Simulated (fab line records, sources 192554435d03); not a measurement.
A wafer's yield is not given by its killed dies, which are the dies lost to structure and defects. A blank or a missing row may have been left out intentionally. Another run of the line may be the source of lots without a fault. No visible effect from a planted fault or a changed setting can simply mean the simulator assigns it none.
fab line records / flow n5-finfet / part 2 of 2: steps 16 to 24 of 24
record lots=5 wafers=15 last-day=17
route steps=1938 shown SDB@359 DUMMY_REMOVAL@377
lots untouched by any fault: they come from a run of this same line in which no faults occurred
start-h: start of the lot's first displayed wafer, in hours after the record's first day / wait-h: how many hours have passed since the lot's step before this one / " identical to the entry in the row above / L1.1+2: a row that stands for several wafers / - either no value or no given start / * or withheld: withheld / < > ~ a bound
route shown NAME@n: NAME is a module with steps in the file, n the number in the route of the first one / usual: the fault-free wafers' mean and standard deviation / same: alike in all rows / chamber/n: place in a boat / sites: each site's reading / _std_site: standard deviation across them / _edge_site: outer sites' mean less inner sites' / radius-mm: how far each site lies from the wafer's centre / mask NAME#n: copy n / behind: tool/chamber where the wafer was last shaped / hold: why the lot was held/for how many hours/how that ended / device: names the non-switching transistor (n, p or np) / end of line: the route-end tests of the same wafers / a step without rows: its recipe alone / killed: the dies lost at the first sort to structure and to defects; this is not the yield of the wafer / map: a wafer's dies, marking killed ones x, the rest . and places with no die _
set.NAME: the setting as run; set.NAME@STEP: as run at that earlier step / model.NAME: the simulator's own value behind a step, which no gauge read
lots at selected steps of the route; one table per step, one row per wafer
services: a tool's chamber out of use, with start hour (start-h, from the record's first day; less than 0 if before it), hours out, and reason
## steps
# step N5_SDB_CMP_30
# recipe stop-on=poly-Si t-overpolish-s=1.54 post-cmp-clean=alkaline-brush down-force-psi=4.1491 platen-rpm=51.796 pad-velocity-m-s=1.0306 target-thk-nm=30
# usual head-pressure-psi=4.149/0.0097 motor-current-A=13.0/1.4 overpolish-run-s=1.540/0.0098 time-to-endpoint-s=16.9/2.5
lot.wafer=L074.4 tool=cmp-04 chamber=1 start-h=74.30 wait-h=1.4 head-pressure-psi=4.149 motor-current-A=13.8 overpolish-run-s=1.541 time-to-endpoint-s=20.2
lot.wafer=L074.2 tool=cmp-04 chamber=0 start-h=74.30 wait-h=1.4 head-pressure-psi=4.135 motor-current-A=10.5 overpolish-run-s=1.551 time-to-endpoint-s=21.1
lot.wafer=L074.5 tool=cmp-04 chamber=2 start-h=74.30 wait-h=1.4 head-pressure-psi=4.141 motor-current-A=13.7 overpolish-run-s=1.534 time-to-endpoint-s=20.4
lot.wafer=L077.3 tool=cmp-03 chamber=1 start-h=97.30 wait-h=1.5 head-pressure-psi=4.152 motor-current-A=12.7 overpolish-run-s=1.529 time-to-endpoint-s=19.5
lot.wafer=L077.5 tool=cmp-03 chamber=2 start-h=97.30 wait-h=1.5 head-pressure-psi=4.158 motor-current-A=13.0 overpolish-run-s=1.551 time-to-endpoint-s=14.6
lot.wafer=L077.6 tool=cmp-03 chamber=3 start-h=97.30 wait-h=1.5 head-pressure-psi=4.149 motor-current-A=12.8 overpolish-run-s=1.545 time-to-endpoint-s=14.0
lot.wafer=L083.2 tool=cmp-02 chamber=0 start-h=124.32 wait-h=1.4 head-pressure-psi=4.148 motor-current-A=14.9 overpolish-run-s=1.550 time-to-endpoint-s=14.2
lot.wafer=L083.1 tool=cmp-02 chamber=1 start-h=124.32 wait-h=1.4 head-pressure-psi=4.160 motor-current-A=12.4 overpolish-run-s=1.539 time-to-endpoint-s=17.4
lot.wafer=L083.6 tool=cmp-02 chamber=0 start-h=124.32 wait-h=1.4 head-pressure-psi=4.153 motor-current-A=15.2 overpolish-run-s=1.539 time-to-endpoint-s=12.9
lot.wafer=L084.4 tool=cmp-04 chamber=2 start-h=130.36 wait-h=1.5 head-pressure-psi=4.139 motor-current-A=13.9 overpolish-run-s=1.549 time-to-endpoint-s=17.1
lot.wafer=L084.3 tool=cmp-04 chamber=3 start-h=130.36 wait-h=1.5 head-pressure-psi=4.158 motor-current-A=10.5 overpolish-run-s=1.532 time-to-endpoint-s=22.3
lot.wafer=L084.6 tool=cmp-04 chamber=0 start-h=130.36 wait-h=1.5 head-pressure-psi=4.151 motor-current-A=9.9 overpolish-run-s=1.538 time-to-endpoint-s=18.0
lot.wafer=L093.2 tool=cmp-03 chamber=3 start-h=186.97 wait-h=1.4 head-pressure-psi=4.143 motor-current-A=12.5 overpolish-run-s=1.543 time-to-endpoint-s=16.6
lot.wafer=L093.6 tool=cmp-03 chamber=3 start-h=186.97 wait-h=1.4 head-pressure-psi=4.136 motor-current-A=12.5 overpolish-run-s=1.524 time-to-endpoint-s=15.4
lot.wafer=L093.5 tool=cmp-03 chamber=0 start-h=186.97 wait-h=1.4 head-pressure-psi=4.161 motor-current-A=13.7 overpolish-run-s=1.529 time-to-endpoint-s=16.4
# step N5_SDB_THK_MEAS_31
# recipe reads=a-Si_of_DUMMY_GATE_CVD_03
# usual SDB_THK=64.4/1.2
lot.wafer=L074.2 tool=film-metro-01 chamber=- start-h=74.60 wait-h=- SDB_THK[nm]=64.5
lot.wafer=L074.4 tool=film-metro-01 chamber=- start-h=74.60 wait-h=- SDB_THK[nm]=63.0
lot.wafer=L074.5 tool=film-metro-01 chamber=- start-h=74.60 wait-h=- SDB_THK[nm]=63.5
lot.wafer=L077.3 tool=film-metro-02 chamber=- start-h=97.48 wait-h=- SDB_THK[nm]=64.3
lot.wafer=L077.5 tool=film-metro-02 chamber=- start-h=97.48 wait-h=- SDB_THK[nm]=64.4
lot.wafer=L077.6 tool=film-metro-02 chamber=- start-h=97.48 wait-h=- SDB_THK[nm]=62.1
lot.wafer=L083.1 tool=film-metro-02 chamber=- start-h=124.62 wait-h=- SDB_THK[nm]=63.6
lot.wafer=L083.2 tool=film-metro-02 chamber=- start-h=124.62 wait-h=- SDB_THK[nm]=63.4
lot.wafer=L083.6 tool=film-metro-02 chamber=- start-h=124.62 wait-h=- SDB_THK[nm]=64.2
lot.wafer=L084.3 tool=film-metro-02 chamber=- start-h=130.58 wait-h=- SDB_THK[nm]=63.2
lot.wafer=L084.4 tool=film-metro-02 chamber=- start-h=130.58 wait-h=- SDB_THK[nm]=65.8
lot.wafer=L084.6 tool=film-metro-02 chamber=- start-h=130.58 wait-h=- SDB_THK[nm]=64.4
lot.wafer=L093.2 tool=film-metro-02 chamber=- start-h=187.26 wait-h=- SDB_THK[nm]=65.6
lot.wafer=L093.5 tool=film-metro-02 chamber=- start-h=187.26 wait-h=- SDB_THK[nm]=65.2
lot.wafer=L093.6 tool=film-metro-02 chamber=- start-h=187.26 wait-h=- SDB_THK[nm]=65.6
# step N5_SDB_INSPECT_36
# recipe inspect-instrument=darkfield mode=post-cmp
# usual raw-defect-count=34/14
lot.wafer=L074.2 tool=defect-inspect-01 chamber=- start-h=74.62 wait-h=0.0 raw-defect-count=35
lot.wafer=L074.4 tool=defect-inspect-01 chamber=- start-h=74.62 wait-h=0.0 raw-defect-count=26
lot.wafer=L074.5 tool=defect-inspect-01 chamber=- start-h=74.62 wait-h=0.0 raw-defect-count=23
lot.wafer=L077.3 tool=defect-inspect-01 chamber=- start-h=97.51 wait-h=0.0 raw-defect-count=23
lot.wafer=L077.5 tool=defect-inspect-01 chamber=- start-h=97.51 wait-h=0.0 raw-defect-count=20
lot.wafer=L077.6 tool=defect-inspect-01 chamber=- start-h=97.51 wait-h=0.0 raw-defect-count=22
lot.wafer=L083.1 tool=defect-inspect-01 chamber=- start-h=124.65 wait-h=0.0 raw-defect-count=40
lot.wafer=L083.2 tool=defect-inspect-01 chamber=- start-h=124.65 wait-h=0.0 raw-defect-count=28
lot.wafer=L083.6 tool=defect-inspect-01 chamber=- start-h=124.65 wait-h=0.0 raw-defect-count=17
lot.wafer=L084.3 tool=defect-inspect-01 chamber=- start-h=130.60 wait-h=0.0 raw-defect-count=39
lot.wafer=L084.4 tool=defect-inspect-01 chamber=- start-h=130.60 wait-h=0.0 raw-defect-count=29
lot.wafer=L084.6 tool=defect-inspect-01 chamber=- start-h=130.60 wait-h=0.0 raw-defect-count=30
lot.wafer=L093.2 tool=defect-inspect-02 chamber=- start-h=187.29 wait-h=0.0 raw-defect-count=29
lot.wafer=L093.5 tool=defect-inspect-02 chamber=- start-h=187.29 wait-h=0.0 raw-defect-count=26
lot.wafer=L093.6 tool=defect-inspect-02 chamber=- start-h=187.29 wait-h=0.0 raw-defect-count=22
# step N5_DUMMY_REMOVAL_HM_STRIP_01
# recipe chemistry=CH3F/O2 material=SiNx target-depth-a=40 stop-on=poly-Si time-s=6.8 over-etch-frac=0.3 ion-energy-ev=60 power-w=410 bias-w=29 Ar_flow_sccm=150 CH3F_flow_sccm=30 O2_flow_sccm=20
# usual O2_flow_sccm=20.01/0.067 drypump-motor-current-A=5.8/0.46 oes-product-au=0.64/0.065 rf-vpp-V=127.7/1 showerhead-plenum-p-Torr=2.05/0.057 throttle-valve-pct=16.3/0.31
lot.wafer=L074.2 tool=rie-diel-04 chamber=1 start-h=74.66 wait-h=0.0 O2_flow_sccm=19.99 drypump-motor-current-A=6.3 oes-product-au=0.62 rf-hours-counter-h=157 rf-vpp-V=127.5 showerhead-plenum-p-Torr=2.08 throttle-valve-pct=16.0
lot.wafer=L074.4 tool=rie-diel-04 chamber=3 start-h=74.66 wait-h=0.0 O2_flow_sccm=20.04 drypump-motor-current-A=5.7 oes-product-au=0.59 rf-hours-counter-h=217 rf-vpp-V=128.1 showerhead-plenum-p-Torr=2.05 throttle-valve-pct=16.1
lot.wafer=L074.5 tool=rie-diel-04 chamber=1 start-h=74.66 wait-h=0.0 O2_flow_sccm=20.00 drypump-motor-current-A=6.3 oes-product-au=0.62 rf-hours-counter-h=- rf-vpp-V=127.8 showerhead-plenum-p-Torr=2.08 throttle-valve-pct=16.0
lot.wafer=L077.3 tool=rie-diel-02 chamber=3 start-h=97.78 wait-h=0.3 O2_flow_sccm=20.10 drypump-motor-current-A=6.6 oes-product-au=0.78 rf-hours-counter-h=4 rf-vpp-V=127.7 showerhead-plenum-p-Torr=2.14 throttle-valve-pct=16.1
lot.wafer=L077.5 tool=rie-diel-02 chamber=0 start-h=97.78 wait-h=0.3 O2_flow_sccm=20.13 drypump-motor-current-A=5.1 oes-product-au=0.59 rf-hours-counter-h=- rf-vpp-V=126.6 showerhead-plenum-p-Torr=1.99 throttle-valve-pct=16.6
lot.wafer=L077.6 tool=rie-diel-02 chamber=1 start-h=97.78 wait-h=0.3 O2_flow_sccm=20.13 drypump-motor-current-A=5.4 oes-product-au=0.70 rf-hours-counter-h=- rf-vpp-V=128.1 showerhead-plenum-p-Torr=2.03 throttle-valve-pct=15.9
lot.wafer=L083.1 tool=rie-diel-04 chamber=2 start-h=124.68 wait-h=0.0 O2_flow_sccm=20.04 drypump-motor-current-A=5.7 oes-product-au=0.61 rf-hours-counter-h=134 rf-vpp-V=125.5 showerhead-plenum-p-Torr=2.09 throttle-valve-pct=16.6
lot.wafer=L083.2 tool=rie-diel-04 chamber=0 start-h=124.68 wait-h=0.0 O2_flow_sccm=20.03 drypump-motor-current-A=5.6 oes-product-au=0.60 rf-hours-counter-h=165 rf-vpp-V=125.9 showerhead-plenum-p-Torr=2.00 throttle-valve-pct=16.7
lot.wafer=L083.6 tool=rie-diel-04 chamber=0 start-h=124.68 wait-h=0.0 O2_flow_sccm=19.91 drypump-motor-current-A=5.6 oes-product-au=0.59 rf-hours-counter-h=- rf-vpp-V=126.6 showerhead-plenum-p-Torr=2.00 throttle-valve-pct=16.7
lot.wafer=L084.3 tool=rie-diel-04 chamber=0 start-h=130.63 wait-h=0.0 O2_flow_sccm=19.98 drypump-motor-current-A=5.6 oes-product-au=0.60 rf-hours-counter-h=167 rf-vpp-V=128.2 showerhead-plenum-p-Torr=2.00 throttle-valve-pct=16.7
lot.wafer=L084.4 tool=rie-diel-04 chamber=3 start-h=130.63 wait-h=0.0 O2_flow_sccm=19.97 drypump-motor-current-A=5.7 oes-product-au=0.58 rf-hours-counter-h=235 rf-vpp-V=126.5 showerhead-plenum-p-Torr=2.04 throttle-valve-pct=16.1
lot.wafer=L084.6 tool=rie-diel-04 chamber=3 start-h=130.63 wait-h=0.0 O2_flow_sccm=19.96 drypump-motor-current-A=5.7 oes-product-au=0.58 rf-hours-counter-h=- rf-vpp-V=129.8 showerhead-plenum-p-Torr=2.04 throttle-valve-pct=16.1
lot.wafer=L093.2 tool=rie-diel-04 chamber=0 start-h=187.35 wait-h=0.1 O2_flow_sccm=19.84 drypump-motor-current-A=5.6 oes-product-au=0.59 rf-hours-counter-h=184 rf-vpp-V=125.4 showerhead-plenum-p-Torr=2.00 throttle-valve-pct=16.7
lot.wafer=L093.5 tool=rie-diel-04 chamber=1 start-h=187.35 wait-h=0.1 O2_flow_sccm=20.12 drypump-motor-current-A=6.3 oes-product-au=0.60 rf-hours-counter-h=- rf-vpp-V=127.0 showerhead-plenum-p-Torr=2.07 throttle-valve-pct=16.1
lot.wafer=L093.6 tool=rie-diel-04 chamber=0 start-h=187.35 wait-h=0.1 O2_flow_sccm=19.96 drypump-motor-current-A=5.6 oes-product-au=0.59 rf-hours-counter-h=- rf-vpp-V=127.7 showerhead-plenum-p-Torr=2.00 throttle-valve-pct=16.7
# step N5_DUMMY_REMOVAL_STRIP_10
# recipe chemistry=N2/H2 time-s=40 power-w=100 temp-c=40 pressure-mtorr=100 rf-frequency-hz=6e+07 bias-power-w=3 n2-flow-sccm=300 h2-flow-sccm=300
# usual drypump-motor-current-A=5.8/0.46 oes-product-au=0.79/0.085 rf-vpp-V=45.4/0.79 showerhead-plenum-p-Torr=3.44/0.099 throttle-valve-pct=12.17/0.25
lot.wafer=L074.2 tool=rie-diel-04 chamber=1 start-h=74.69 wait-h=0.0 drypump-motor-current-A=6.3 oes-product-au=0.76 rf-hours-counter-h=157 rf-vpp-V=46.6 showerhead-plenum-p-Torr=3.52 throttle-valve-pct=11.95
lot.wafer=L074.4 tool=rie-diel-04 chamber=3 start-h=74.69 wait-h=0.0 drypump-motor-current-A=5.8 oes-product-au=0.71 rf-hours-counter-h=217 rf-vpp-V=45.6 showerhead-plenum-p-Torr=3.50 throttle-valve-pct=12.16
lot.wafer=L074.5 tool=rie-diel-04 chamber=1 start-h=74.69 wait-h=0.0 drypump-motor-current-A=6.3 oes-product-au=0.76 rf-hours-counter-h=- rf-vpp-V=43.6 showerhead-plenum-p-Torr=3.52 throttle-valve-pct=11.96
lot.wafer=L077.3 tool=rie-diel-02 chamber=3 start-h=97.81 wait-h=0.0 drypump-motor-current-A=6.6 oes-product-au=0.99 rf-hours-counter-h=4 rf-vpp-V=44.7 showerhead-plenum-p-Torr=3.61 throttle-valve-pct=11.93
lot.wafer=L077.5 tool=rie-diel-02 chamber=0 start-h=97.81 wait-h=0.0 drypump-motor-current-A=5.1 oes-product-au=0.74 rf-hours-counter-h=- rf-vpp-V=44.5 showerhead-plenum-p-Torr=3.35 throttle-valve-pct=12.47
lot.wafer=L077.6 tool=rie-diel-02 chamber=1 start-h=97.81 wait-h=0.0 drypump-motor-current-A=5.4 oes-product-au=0.88 rf-hours-counter-h=- rf-vpp-V=43.5 showerhead-plenum-p-Torr=3.44 throttle-valve-pct=11.76
lot.wafer=L083.1 tool=rie-diel-04 chamber=2 start-h=124.72 wait-h=0.0 drypump-motor-current-A=5.7 oes-product-au=0.74 rf-hours-counter-h=134 rf-vpp-V=46.5 showerhead-plenum-p-Torr=3.50 throttle-valve-pct=12.42
lot.wafer=L083.2 tool=rie-diel-04 chamber=0 start-h=124.72 wait-h=0.0 drypump-motor-current-A=5.6 oes-product-au=0.73 rf-hours-counter-h=165 rf-vpp-V=45.2 showerhead-plenum-p-Torr=3.34 throttle-valve-pct=12.39
lot.wafer=L083.6 tool=rie-diel-04 chamber=0 start-h=124.72 wait-h=0.0 drypump-motor-current-A=5.6 oes-product-au=0.73 rf-hours-counter-h=- rf-vpp-V=45.5 showerhead-plenum-p-Torr=3.34 throttle-valve-pct=12.39
lot.wafer=L084.3 tool=rie-diel-04 chamber=0 start-h=130.67 wait-h=0.0 drypump-motor-current-A=5.6 oes-product-au=0.73 rf-hours-counter-h=167 rf-vpp-V=46.7 showerhead-plenum-p-Torr=3.34 throttle-valve-pct=12.38
lot.wafer=L084.4 tool=rie-diel-04 chamber=3 start-h=130.67 wait-h=0.0 drypump-motor-current-A=5.8 oes-product-au=0.70 rf-hours-counter-h=235 rf-vpp-V=45.6 showerhead-plenum-p-Torr=3.49 throttle-valve-pct=12.24
lot.wafer=L084.6 tool=rie-diel-04 chamber=3 start-h=130.67 wait-h=0.0 drypump-motor-current-A=5.8 oes-product-au=0.70 rf-hours-counter-h=- rf-vpp-V=45.9 showerhead-plenum-p-Torr=3.49 throttle-valve-pct=12.22
lot.wafer=L093.2 tool=rie-diel-04 chamber=0 start-h=187.38 wait-h=0.0 drypump-motor-current-A=5.6 oes-product-au=0.72 rf-hours-counter-h=184 rf-vpp-V=46.5 showerhead-plenum-p-Torr=3.33 throttle-valve-pct=12.43
lot.wafer=L093.5 tool=rie-diel-04 chamber=1 start-h=187.38 wait-h=0.0 drypump-motor-current-A=6.3 oes-product-au=0.74 rf-hours-counter-h=- rf-vpp-V=46.1 showerhead-plenum-p-Torr=3.50 throttle-valve-pct=12.04
lot.wafer=L093.6 tool=rie-diel-04 chamber=0 start-h=187.38 wait-h=0.0 drypump-motor-current-A=5.6 oes-product-au=0.72 rf-hours-counter-h=- rf-vpp-V=44.8 showerhead-plenum-p-Torr=3.33 throttle-valve-pct=12.44
# step N5_DUMMY_REMOVAL_PRECLEAN_07
# recipe chemistry=dHF time-s=30 temp-c=25 dilution=withheld
lot.wafer=L074.2+4+5 tool=wet-bench-03 chamber=6,7,5 start-h=74.79 wait-h=0.1
lot.wafer=L077.3+5+6 tool=wet-bench-03 chamber=5,6,4 start-h=97.91 wait-h=0.1
lot.wafer=L083.1+2+6 tool=wet-bench-02 chamber=1,0,3 start-h=124.81 wait-h=0.1
lot.wafer=L084.3+4+6 tool=wet-bench-03 chamber=3,5,2 start-h=130.76 wait-h=0.1
lot.wafer=L093.2+5+6 tool=wet-bench-05 chamber=7,5,6 start-h=187.47 wait-h=0.1
# step N5_DUMMY_REMOVAL_DUMMY_REMOVE_02
# recipe chemistry=TMAH temp-c=70 target=poly-Si stop-on=SiO2 target-depth-nm=142 conc-wt-pct=5 time-s=57 dry=ipa-marangoni rinse-time-s=30 rinse-temp-c=23
# usual bath-guard-temp-C=70.0/0.5 bath-heat-duty-pct=13.3/1.2 rinse-temp-c=23.01/0.11
lot.wafer=L074.2 tool=wet-bench-03 chamber=6 start-h=74.80 wait-h=0.0 bath-guard-temp-C=70.6 bath-heat-duty-pct=11.8 rinse-temp-c=22.92
lot.wafer=L074.4 tool=wet-bench-03 chamber=7 start-h=74.80 wait-h=0.0 bath-guard-temp-C=69.2 bath-heat-duty-pct=12.9 rinse-temp-c=23.29
lot.wafer=L074.5 tool=wet-bench-03 chamber=5 start-h=74.80 wait-h=0.0 bath-guard-temp-C=70.6 bath-heat-duty-pct=14.4 rinse-temp-c=23.07
lot.wafer=L077.3 tool=wet-bench-03 chamber=5 start-h=97.92 wait-h=0.0 bath-guard-temp-C=70.4 bath-heat-duty-pct=14.4 rinse-temp-c=22.96
lot.wafer=L077.5 tool=wet-bench-03 chamber=6 start-h=97.92 wait-h=0.0 bath-guard-temp-C=70.8 bath-heat-duty-pct=12.0 rinse-temp-c=23.21
lot.wafer=L077.6 tool=wet-bench-03 chamber=4 start-h=97.92 wait-h=0.0 bath-guard-temp-C=70.4 bath-heat-duty-pct=14.1 rinse-temp-c=22.99
lot.wafer=L083.1 tool=wet-bench-02 chamber=1 start-h=124.82 wait-h=0.0 bath-guard-temp-C=69.8 bath-heat-duty-pct=14.1 rinse-temp-c=22.96
lot.wafer=L083.2 tool=wet-bench-02 chamber=0 start-h=124.82 wait-h=0.0 bath-guard-temp-C=70.7 bath-heat-duty-pct=13.6 rinse-temp-c=23.07
lot.wafer=L083.6 tool=wet-bench-02 chamber=3 start-h=124.82 wait-h=0.0 bath-guard-temp-C=70.2 bath-heat-duty-pct=12.4 rinse-temp-c=22.93
lot.wafer=L084.3 tool=wet-bench-03 chamber=3 start-h=130.77 wait-h=0.0 bath-guard-temp-C=70.1 bath-heat-duty-pct=13.1 rinse-temp-c=23.08
lot.wafer=L084.4 tool=wet-bench-03 chamber=5 start-h=130.77 wait-h=0.0 bath-guard-temp-C=70.3 bath-heat-duty-pct=14.4 rinse-temp-c=22.98
lot.wafer=L084.6 tool=wet-bench-03 chamber=2 start-h=130.77 wait-h=0.0 bath-guard-temp-C=69.8 bath-heat-duty-pct=11.0 rinse-temp-c=23.19
lot.wafer=L093.2 tool=wet-bench-05 chamber=7 start-h=187.48 wait-h=0.0 bath-guard-temp-C=69.5 bath-heat-duty-pct=14.6 rinse-temp-c=23.28
lot.wafer=L093.5 tool=wet-bench-05 chamber=5 start-h=187.48 wait-h=0.0 bath-guard-temp-C=69.9 bath-heat-duty-pct=14.1 rinse-temp-c=23.07
lot.wafer=L093.6 tool=wet-bench-05 chamber=6 start-h=187.48 wait-h=0.0 bath-guard-temp-C=70.5 bath-heat-duty-pct=13.4 rinse-temp-c=22.97
# step N5_DUMMY_REMOVAL_INSPECT_06
# recipe inspect-instrument=brightfield mode=aei
# usual raw-defect-count=11/5.3
lot.wafer=L074.2 tool=defect-inspect-02 chamber=- start-h=74.85 wait-h=0.0 raw-defect-count=10
lot.wafer=L074.4 tool=defect-inspect-02 chamber=- start-h=74.85 wait-h=0.0 raw-defect-count=9
lot.wafer=L074.5 tool=defect-inspect-02 chamber=- start-h=74.85 wait-h=0.0 raw-defect-count=9
lot.wafer=L077.3 tool=defect-inspect-02 chamber=- start-h=97.98 wait-h=0.0 raw-defect-count=18
lot.wafer=L077.5 tool=defect-inspect-02 chamber=- start-h=97.98 wait-h=0.0 raw-defect-count=20
lot.wafer=L077.6 tool=defect-inspect-02 chamber=- start-h=97.98 wait-h=0.0 raw-defect-count=28
lot.wafer=L083.1 tool=defect-inspect-02 chamber=- start-h=124.88 wait-h=0.0 raw-defect-count=7
lot.wafer=L083.2 tool=defect-inspect-02 chamber=- start-h=124.88 wait-h=0.0 raw-defect-count=10
lot.wafer=L083.6 tool=defect-inspect-02 chamber=- start-h=124.88 wait-h=0.0 raw-defect-count=13
lot.wafer=L084.3 tool=defect-inspect-01 chamber=- start-h=130.83 wait-h=0.0 raw-defect-count=6
lot.wafer=L084.4 tool=defect-inspect-01 chamber=- start-h=130.83 wait-h=0.0 raw-defect-count=10
lot.wafer=L084.6 tool=defect-inspect-01 chamber=- start-h=130.83 wait-h=0.0 raw-defect-count=17
lot.wafer=L093.2 tool=defect-inspect-01 chamber=- start-h=187.54 wait-h=0.0 raw-defect-count=12
lot.wafer=L093.5 tool=defect-inspect-01 chamber=- start-h=187.54 wait-h=0.0 raw-defect-count=14
lot.wafer=L093.6 tool=defect-inspect-01 chamber=- start-h=187.54 wait-h=0.0 raw-defect-count=27
# step N5_DUMMY_REMOVAL_PRECLEAN_08
# recipe chemistry=NF3:NH3 afs-cycles=2 temp-c=30 time-s=20 sublimation-temp-c=180 sublimation-time-s=60 pressure-torr=3 rf-power-w=30
# same sublimation-time-s=60
lot.wafer=L074.2+4+5 tool=remote-plasma-01 chamber=0 start-h=74.92 wait-h=0.1
lot.wafer=L077.3+5+6 tool=remote-plasma-02 chamber=1 start-h=98.07 wait-h=0.1
lot.wafer=L083.1+2+6 tool=remote-plasma-01 chamber=1 start-h=124.92 wait-h=0.0
lot.wafer=L084.3+4+6 tool=remote-plasma-02 chamber=1 start-h=130.93 wait-h=0.1
lot.wafer=L093.2+5+6 tool=remote-plasma-02 chamber=1 start-h=187.61 wait-h=0.1
## services
tool=cmp-03 chamber=- start-h=48.56 hours=1.9 kind=repair
tool=cmp-02 chamber=- start-h=49.63 hours=5.8 kind=pm
tool=cmp-03 chamber=- start-h=51.56 hours=4.0 kind=pm
tool=cmp-02 chamber=- start-h=55.94 hours=0.7 kind=repair
tool=cmp-02 chamber=- start-h=63.12 hours=1.1 kind=repair
tool=rie-si-01 chamber=- start-h=82.92 hours=15.6 kind=pm
tool=ald-sin-01 chamber=- start-h=93.35 hours=1.7 kind=repair
tool=cmp-02 chamber=- start-h=95.36 hours=3.7 kind=pm
tool=ald-sin-03 chamber=2 start-h=102.83 hours=8.4 kind=repair
tool=rie-diel-06 chamber=2 start-h=130.51 hours=8.3 kind=repair
tool=rie-si-04 chamber=3 start-h=142.13 hours=1.4 kind=repair
tool=wet-bench-04 chamber=- start-h=144.02 hours=0.9 kind=repair
tool=rie-si-01 chamber=3 start-h=145.68 hours=7.2 kind=repair
tool=cmp-02 chamber=- start-h=149.95 hours=1.8 kind=repair
tool=cmp-04 chamber=- start-h=158.07 hours=4.0 kind=pm
tool=cmp-02 chamber=- start-h=158.13 hours=5.8 kind=repair
tool=rie-diel-06 chamber=3 start-h=159.99 hours=6.8 kind=repair
tool=rie-si-01 chamber=2 start-h=162.76 hours=3.4 kind=repair
tool=cmp-04 chamber=- start-h=163.54 hours=6.9 kind=pm
tool=wet-bench-02 chamber=- start-h=166.83 hours=0.5 kind=repair
tool=rie-si-01 chamber=3 start-h=167.42 hours=20.4 kind=repair
tool=rie-diel-04 chamber=3 start-h=179.20 hours=- kind=clean
tool=rie-diel-04 chamber=3 start-h=179.20 hours=- kind=consumable-replace:focus-ring
tool=cmp-04 chamber=- start-h=182.52 hours=2.2 kind=repair
